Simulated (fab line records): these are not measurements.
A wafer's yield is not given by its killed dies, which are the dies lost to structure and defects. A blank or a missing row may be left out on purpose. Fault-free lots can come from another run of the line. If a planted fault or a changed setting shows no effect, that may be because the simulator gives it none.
Code-filled problem report in 8D (eight disciplines) form | flow n5 finfet | the parts of the form that need people (team, actions taken, sign-off) are left out

## 1. THE PROBLEM
raw defect count at N5_FIN_SAQP_INSPECT_18 reads a mean of 1449 on 6 wafers of 2 lots; wafers without a fault read 417 with a standard deviation of 130. Measured from the usual mean, that is +7.9 standard deviations.
The step: inspects for defects (brightfield).
First seen on wafer L638.1, day 7 03:50, on defect inspect-02. At this step, 27 wafers from 9 lots have a number in the record. By rule, "out" or "out of limits" means more than 4 standard deviations away from the usual mean. The rest of the wafers with a number are treated as sound.

## 2. WHAT THIS IS AND IS NOT
question                    | is                                   | is not
which readings at this step | raw defect count                     | -
which lots                  | L638, L640                           | L617, L619, L621, L622, L623, L630, L631
which wafers of those lots  | all that have a number               | -
read on which gauges        | defect inspect-01, defect inspect-02 | -
when                        | from day 7 03:50                     | up to then (21 sound wafers)

## 3. THE SUSPECTS, EACH WITH WHAT RULES IT OUT
Counting: a tool at a process step up to the reading stays a suspect if it ran every lot that is out and no sound lot after the first of them.
- the gauge at N5_FIN_SAQP_INSPECT_18 has been ruled out. The wafers that are out were read on 2 gauges (defect inspect-01, defect inspect-02).
- wet bench-05 at N5_FIN_SAQP_PRECLEAN_42 (cleans in O3/DIW, time 60 s): kept. All lots that are out passed through it, beginning with L638 at day 7 02:29, and no sound lot followed; its final sound lot before that point was L631 at day 5 09:12.
After counting, what remains is wet bench-05 at N5_FIN_SAQP_PRECLEAN_42.

## 4. THE CAUSE (what the simulator had put in)
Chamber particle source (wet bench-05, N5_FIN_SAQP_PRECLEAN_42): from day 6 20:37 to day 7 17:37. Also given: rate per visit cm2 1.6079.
Counting left only this tool.

## 5. THE CHAIN OF EFFECTS, in route order
Each row: a reading where the mean over the struck wafers with a number is more than 3 standard deviations away from the usual. Only readings whose record carries a usual standard deviation are examined. hours: median over the lots of the time between each lot's start at the first step of this table that gives one and its start at this step. sigmas: the change, counted in usual standard deviations.
hours | step                    | reading              | usual  | on struck wafers | change | sigmas
0     | N5_FIN_SAQP_INSPECT_18  | raw defect count     | 417    | 1449             | +1032  | +7.9
5     | N5_FIN_SAQP_INSPECT_40  | raw defect count     | 242    | 1276             | +1034  | +14
5     | N5_FIN_CUT_INSPECT_10   | raw defect count     | 44     | 1080             | +1036  | +94
240   | N5_PASSIVATION_PROBE_49 | defect limited yield | 91.1 % | 81.8             | -9.3   | -7.2
240   | N5_PASSIVATION_PROBE_49 | killed at front end  | 39     | 160              | +121   | +13
240   | N5_PASSIVATION_PROBE_49 | killed dies          | 105    | 215              | +110   | +7.3
240   | N5_PASSIVATION_PROBE_49 | sort_bin_5_function  | 5.3 %  | 10.8             | +5.5   | +7.1
240   | N5_PASSIVATION_PROBE_49 | sort n pass          | 1075   | 965              | -110   | -7.3
240   | N5_PASSIVATION_PROBE_49 | sort yield pct       | 91.1 % | 81.8             | -9.3   | -7.2
Process steps it contains:
- N5_PASSIVATION_PROBE_49
Later steps that measure or inspect, where all struck wafers having a row at the step show a number for every such reading and not one has moved that far: N5_BEOL_M4_RC_MEAS_101.

## 6. HOW IT WOULD HAVE BEEN CAUGHT EARLIER
7 hours passed between the start of the fault at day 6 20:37 and the first reading out of limits at a measuring or inspecting step in this record, taken at day 7 03:50.
Lots out: 2; of these, L640 started N5_FIN_SAQP_PRECLEAN_42 on wet bench-05 after day 7 03:50. Holding the tool at that time would have saved it.
